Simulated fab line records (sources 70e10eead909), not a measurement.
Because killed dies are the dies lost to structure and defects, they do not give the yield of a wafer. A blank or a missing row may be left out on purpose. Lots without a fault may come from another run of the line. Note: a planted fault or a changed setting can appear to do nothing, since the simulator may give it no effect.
A lot that was struck, set against a sound lot | flow nand_harc | 15 out of 1302 route steps
Sound: the wafers L247.2, L247.3, L247.4. Struck: wafer L245.1. (L245.2, L245.4 of the same lot were not struck and are left out.) The cause comes at the end.
At each step with rows: each side's tool, then ch and its chambers, then its first start. Under that, the readings that differ: sound wafers | struck wafers | difference of the means | sigmas: that difference in standard deviations of wafers without a fault.
alike: readings whose means differ by less than 2 such deviations, and words and numbers that are the same on both sides. not compared: withheld readings, readings that some wafer has no value for, bounds like >300 that may hide the same value, and numbers for which the record gives no deviation and whose values overlap.
The two part at a step that has a row with sigmas, a row that says differs or no value, or rows on one side only. Numbers that have no deviation but don't overlap get no sigmas and don't part them. Lack of a reading on every wafer of one side parts them only where that side has two or more wafers.

first, 6 steps without rows for these wafers: NHARC_P_CONTACT_COAT_06 (resist thk 90 nm); NHARC_P_CONTACT_SOFTBAKE_07 (time 55 s); NHARC_P_CONTACT_EBR_08; NHARC_P_CONTACT_EXPOSE_09 (exposes mask P CA, target cd 90 nm); NHARC_P_CONTACT_PEB_10 (peb time 65 s); NHARC_P_CONTACT_DEVELOP_11 (develop time 35 s).
NHARC_P_CONTACT_CD_MEAS_12: the cd target is 90 nm.
  sound on cd_sem-03 ch 0, day 11 08:34; struck on cd_sem-01 ch 0, day 10 09:13
  alike: cd_nm
NHARC_P_CONTACT_OVL_MEAS_13:
  sound on overlay-02 at day 11 08:38; struck on overlay-01 at day 10 09:18
  alike: overlay_x_nm, overlay_y_nm
NHARC_P_CONTACT_INSPECT_14:
  sound on defect_inspect-02 at day 11 08:41; struck on defect_inspect-02 at day 10 09:20
  alike: raw_defect_count
NHARC_P_CONTACT_DESCUM_17: chemistry O2, time 3 s.
  sound on rie_diel-02 ch 1,2,3, day 11 08:44; struck on rie_diel-03 ch 3, day 10 09:23
  reading                | sound             | struck | difference | sigmas
  oes_product_au (a.u.)  | 0.993 1.009 1.002 | 0.979  | -0.022     | -2
  rf_hours_counter_h (h) | 0.4 0.6 0.7       | 3.8    | +3.2       |
  alike: drypump_motor_current_A, rf_vpp_V, showerhead_plenum_p_Torr, throttle_valve_pct
NHARC_P_CONTACT_ETCH_35: etches the open film in CF4, target depth 39 nm, time 65 s.
  sound on rie_diel-02 ch 0,2,3, day 11 08:50; struck on rie_diel-03 ch 1, day 10 09:29
  reading                | sound       | struck | difference | sigmas
  rf_hours_counter_h (h) | 0.6 0.5 0.4 | 4.1    | +3.6       |
  alike: drypump_motor_current_A, oes_product_au, rf_vpp_V, run_length_s, showerhead_plenum_p_Torr, throttle_valve_pct
NHARC_P_CONTACT_ETCH_36: etches the open film in N2/H2, target depth 260 nm, time 406.25 s.
  sound: rie_diel-02 ch 0,1,3; struck: rie_diel-03 ch 1
  reading                | sound       | struck | difference | sigmas
  rf_hours_counter_h (h) | 0.6 0.5 0.8 | 4.1    | +3.5       |
  alike: drypump_motor_current_A, oes_product_au, rf_vpp_V, run_length_s, showerhead_plenum_p_Torr, throttle_valve_pct
NHARC_P_CONTACT_ETCH_18: etches the open film in C4F8/O2/Ar, target depth 481 nm, time 240.5 s.
  sound on rie_diel-02 ch 0,1,3, day 11 09:14; struck on rie_diel-03 ch 1, day 10 09:52
  reading                | sound             | struck | difference | sigmas
  rf_hours_counter_h (h) | 0.7 0.8 0.8       | 4.3    | +3.5       |
  run_length_s (s)       | 261.3 262.0 261.5 | 197.3  | -64.3      | -99 or more
  alike: oes_product_au, rf_vpp_V
then, 1 step without rows for these wafers: NHARC_P_CONTACT_STRIP_37 (strips in C4F8/O2/Ar).
-- break in the record here, with 18 days between the starts of the struck wafers on either side (left off in module P_CONTACT, picked up again in module END, where the first step shown is number 1302 on the route) --
NHARC_END_SORT_01:
  at this point the record logs the struck wafers (prober-02 ch 0, day 28 10:26) and has no rows for the sound ones

## WHERE THEY PART
Earliest at NHARC_P_CONTACT_DESCUM_17; latest, in this record, at NHARC_END_SORT_01.

WHY: what the simulator had put in
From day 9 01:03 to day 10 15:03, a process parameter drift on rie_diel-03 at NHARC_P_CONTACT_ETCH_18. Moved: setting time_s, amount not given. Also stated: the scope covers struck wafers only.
